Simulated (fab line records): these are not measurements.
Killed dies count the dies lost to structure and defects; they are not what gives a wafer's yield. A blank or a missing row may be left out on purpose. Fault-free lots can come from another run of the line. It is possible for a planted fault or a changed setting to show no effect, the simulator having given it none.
What tool caused it?	flow nand harc	12 lots with 36 wafers sampled at 6 steps, on a route of 1159 steps

WHAT THE GAUGES SHOWED, per wafer
NHARC_A_CHANNEL_HOLE_D1_INSPECT_40. Usual: raw defect count at 65, with a standard deviation of 16.
lot	measured	on	raw defect count	flag
L651	day 8 16:11	defect inspect-02	81 78 86	
L652	day 8 22:34	defect inspect-02	53 71 95	
L655	day 9 14:49	defect inspect-01	48 59 59	
L654	day 9 15:46	defect inspect-02	61 44 40	
L656	day 9 19:26	defect inspect-02	75 63 58	
L657	day 10 09:54	defect inspect-01	376 424 412	OFF
L658	day 10 23:49	defect inspect-02	38 476 54	OFF
L668	day 12 23:16	defect inspect-02	85 87 78	
L670	day 13 14:59	defect inspect-01	41 52 90	
L672	day 13 18:47	defect inspect-01	98 96 72	
L673	day 14 01:07	defect inspect-01	75 55 52	
L674	day 14 15:43	defect inspect-02	77 65 38	

NHARC_END_SORT_01. Usual: killed at array 27, standard deviation 12; killed at other 0.9, standard deviation 1.1; killed at periphery 3.2, standard deviation 2.4; killed dies 31, standard deviation 12; killed open 3.3, standard deviation 1.7; killed short 2.0, standard deviation 1.6.
lot	measured	on	killed at array	killed at other	killed at periphery	killed dies	killed open	killed short	flag
L651	day 19 17:14	prober-02	33 30 38	0 1 0	2 5 5	35 36 43	3 3 5	1 0 2	
L652	day 20 02:32	prober-02	26 35 35	0 1 1	5 5 1	31 41 37	3 4 3	0 5 2	
L655	day 23 19:52	prober-01	18 19 14	2 1 2	2 1 1	22 21 17	3 0 0	1 1 2	
L654	day 23 21:30	prober-02	19 19 21	1 0 0	6 2 3	26 21 24	4 3 6	6 2 3	
L656	day 24 04:32	prober-02	9 10 15	0 0 0	1 2 1	10 12 16	4 0 5	2 1 3	
L657	day 24 11:29	prober-02	83 93 87	0 2 0	6 4 10	89 99 97	3 4 4	2 1 1	OFF
L658	day 24 14:04	prober-01	24 81 37	1 0 0	3 7 1	28 88 38	1 4 7	1 0 0	
L668	day 25 20:18	prober-01	54 64 54	1 0 0	4 3 3	59 67 57	3 2 3	5 3 2	
L670	day 27 04:17	prober-01	32 21 30	0 1 2	3 0 0	35 22 32	5 4 2	3 1 4	
L672	day 26 10:16	prober-02	36 34 32	0 0 0	4 2 3	40 36 35	1 1 0	2 4 1	
L673	day 26 19:44	prober-02	25 26 21	3 3 1	2 5 4	30 34 26	2 6 4	3 2 5	
L674	day 27 02:01	prober-02	21 17 23	3 0 5	2 3 4	26 20 32	1 2 4	5 0 2	

TOOL THAT RAN EACH LOT (tool first, then ch and the chambers of the sampled wafers, then the start)
lot	NHARC_A_CHANNEL_HOLE_D1_ETCH_19	NHARC_A_CHANNEL_FILL_D1_ALD_02	NHARC_A_CHANNEL_FILL_D1_ALD_16	NHARC_A_CHANNEL_FILL_D1_ETCHBACK_19
L651	har etch-01 ch 0,1, day 8 10:16	ald hk-03 ch 1,2,3, day 8 16:27	ald hk-04 ch 0,1,2, day 9 06:52	rie si-01 ch 1,2, day 9 19:27
L652	har etch-01 ch 0,1, day 8 16:55	ald hk-01 ch 0,2,3, day 8 22:55	ald hk-01 ch 1,2, day 9 12:35	rie si-04 ch 1,3, day 10 02:47
L655	har etch-02 ch 1, day 9 09:07	ald hk-04 ch 0,1,3, day 9 15:10	ald hk-01 ch 0,2, day 10 03:18	rie si-06 ch 0,2,3, day 10 15:08
L654	har etch-01 ch 0,1, day 9 09:37	ald hk-04 ch 1,2,3, day 9 16:10	ald hk-01 ch 0,3, day 10 03:26	rie si-01 ch 1,3, day 10 15:10
L656	har etch-02 ch 0,1, day 9 13:17	ald hk-01 ch 1,2,3, day 9 19:42	ald hk-04 ch 1,2,3, day 10 07:49	rie si-06 ch 0,2,3, day 10 19:41
L657	har etch-02 ch 1, day 10 04:09	ald hk-04 ch 0,1, day 10 10:10	ald hk-03 ch 1,3, day 10 23:36	rie si-06 ch 1,2,3, day 11 11:11
L658	har etch-02 ch 0,1, day 10 18:05	ald hk-03 ch 0,1,2, day 11 00:08	ald hk-03 ch 0,1,3, day 11 11:35	rie si-04 ch 0,2,3, day 11 23:02
L668	har etch-01 ch 0,1, day 12 17:35	ald hk-03 ch 0,1, day 12 23:34	ald hk-04 ch 0,1, day 13 11:41	rie si-06 ch 0,1,3, day 13 23:19
L670	har etch-02 ch 0,1, day 13 09:08	ald hk-03 ch 0,2,3, day 13 15:31	ald hk-04 ch 0,3, day 14 05:02	rie si-06 ch 1,2, day 14 16:41
L672	har etch-01 ch 0,1, day 13 13:07	ald hk-04 ch 1,2,3, day 13 19:02	ald hk-04 ch 0,1,3, day 14 05:10	rie si-01 ch 0,2,3, day 14 16:41
L673	har etch-02 ch 0,1, day 13 18:58	ald hk-03 ch 0,3, day 14 01:23	ald hk-04 ch 0,1,2, day 14 13:35	rie si-06 ch 2,3, day 15 01:14
L674	har etch-02 ch 0,1, day 14 09:59	ald hk-04 ch 0,1,2, day 14 16:04	ald hk-04 ch 2,3, day 15 09:59	rie si-04 ch 0,1, day 15 21:46
- NHARC_A_CHANNEL_HOLE_D1_ETCH_19: etches the open film in C4F8/O2/Ar, time 34.5 s.
- NHARC_A_CHANNEL_FILL_D1_ALD_02: deposits SiO2, target thk 6 nm, pulse time 10 s, ald cycles 60.
- NHARC_A_CHANNEL_FILL_D1_ALD_16: deposits SiO2, target thk 1.5 nm, pulse time 10 s, ald cycles 15.
- NHARC_A_CHANNEL_FILL_D1_ETCHBACK_19: etches the open film in HBr/Cl2, target depth 5 nm, time 1.7 s.

AS READ BY THE TOOLS THEMSELVES (means over the sampled wafers that have a number; for cases with no such wafer, the mark the record gives instead)
NHARC_A_CHANNEL_HOLE_D1_ETCH_19. Usual: drypump motor current A 5.8 A, standard deviation 0.47; he backside leak sccm 5.7 sccm, standard deviation 0.3; showerhead plenum p Torr 3.78 Torr, standard deviation 0.14; throttle valve pct 37.039 %, standard deviation 0.008.
lot	tool	drypump motor current A (A)	he backside leak sccm (sccm)	showerhead plenum p Torr (Torr)	throttle valve pct (%)	flag
L651	har etch-01	5.5	6.0	3.84	37.041	
L652	har etch-01	5.5	5.6	3.84	37.037	
L655	har etch-02	6.7	5.7	3.92	37.036	
L654	har etch-01	5.5	5.9	3.84	37.029	
L656	har etch-02	6.0	5.4	3.67	37.042	
L657	har etch-02	6.7	5.7	3.92	37.042	
L658	har etch-02	6.0	5.5	3.67	37.040	
L668	har etch-01	5.5	6.0	3.82	37.041	
L670	har etch-02	6.3	5.6	3.78	37.047	
L672	har etch-01	5.5	6.1	3.81	37.036	
L673	har etch-02	6.3	5.6	3.77	37.043	
L674	har etch-02	6.3	5.7	3.77	37.036	

NHARC_A_CHANNEL_FILL_D1_ALD_02. Usual: heater power w 473 W, standard deviation 59; precursor pulse height rel 1.001, standard deviation 0.021.
lot	tool	heater power w (W)	precursor pulse height rel	flag
L651	ald hk-03	439	1.003	
L652	ald hk-01	488	1.018	
L655	ald hk-04	459	0.992	
L654	ald hk-04	516	0.976	
L656	ald hk-01	460	1.003	
L657	ald hk-04	423	1.011	
L658	ald hk-03	458	1.018	
L668	ald hk-03	500	1.005	
L670	ald hk-03	434	1.015	
L672	ald hk-04	517	0.989	
L673	ald hk-03	487	1.004	
L674	ald hk-04	481	1.012	

NHARC_A_CHANNEL_FILL_D1_ALD_16. Usual: heater power w 480 W, standard deviation 53; precursor pulse height rel 0.997, standard deviation 0.017.
lot	tool	heater power w (W)	precursor pulse height rel	flag
L651	ald hk-04	475	1.006	
L652	ald hk-01	425	0.988	
L655	ald hk-01	481	0.996	
L654	ald hk-01	523	1.003	
L656	ald hk-04	515	1.004	
L657	ald hk-03	501	1.005	
L658	ald hk-03	498	0.976	
L668	ald hk-04	431	0.996	
L670	ald hk-04	431	1.024	
L672	ald hk-04	466	0.972	
L673	ald hk-04	473	0.992	
L674	ald hk-04	531	0.976	

NHARC_A_CHANNEL_FILL_D1_ETCHBACK_19. Usual: drypump motor current A 6.1 A, standard deviation 0.4; he backside leak sccm 2.7 sccm, standard deviation 0.31; mfc cl2 sccm 50.00 sccm, standard deviation 0.14; oes product au 0.998 a.u., standard deviation 0.015; throttle valve pct 26.406 %, standard deviation 0.0093.
lot	tool	drypump motor current A (A)	he backside leak sccm (sccm)	mfc cl2 sccm (sccm)	oes product au (a.u.)	throttle valve pct (%)	flag
L651	rie si-01	6.3	2.8	50.08	1.006	26.404	
L652	rie si-04	6.0	2.9	49.97	1.003	26.410	
L655	rie si-06	6.3	2.7	50.07	0.988	26.410	
L654	rie si-01	6.0	2.5	50.11	0.978	26.404	
L656	rie si-06	6.3	2.7	50.03	0.978	26.411	
L657	rie si-06	6.0	2.5	50.07	0.992	26.404	
L658	rie si-04	6.2	2.6	50.07	1.007	26.406	
L668	rie si-06	6.1	2.6	50.04	0.996	26.402	
L670	rie si-06	5.7	2.6	49.98	0.998	26.405	
L672	rie si-01	6.2	2.6	49.94	1.002	26.403	
L673	rie si-06	6.3	2.6	50.05	0.994	26.401	
L674	rie si-04	5.6	2.8	50.14	1.010	26.403	

THE ANSWER, worked out from the rows above alone
Rule: a lot is off if the mean of its wafers that have a number lies more than 3 standard deviations from the usual mean. Also off: a lot with no number at a reading for which 4 or more lots have one. Where the step has rows for the other lots, those lots are counted as sound. After the gauges, taken in route order, come the tools' own readings; for these a lot's mean is taken, as printed above. At the first step where some lot is off, the reading lying furthest off is the one used; lots without a number count as furthest.
Off at NHARC_A_CHANNEL_HOLE_D1_INSPECT_40 (raw defect count): L657, L658.
A tool fits if, at a process step before that reading, it ran every lot that is off, and no sound lot after the first of them. Those tools and the gauges at NHARC_A_CHANNEL_HOLE_D1_INSPECT_40 are tried in the same way. No candidate that was tried fits.

WHAT THE SIMULATOR HAD PUT IN
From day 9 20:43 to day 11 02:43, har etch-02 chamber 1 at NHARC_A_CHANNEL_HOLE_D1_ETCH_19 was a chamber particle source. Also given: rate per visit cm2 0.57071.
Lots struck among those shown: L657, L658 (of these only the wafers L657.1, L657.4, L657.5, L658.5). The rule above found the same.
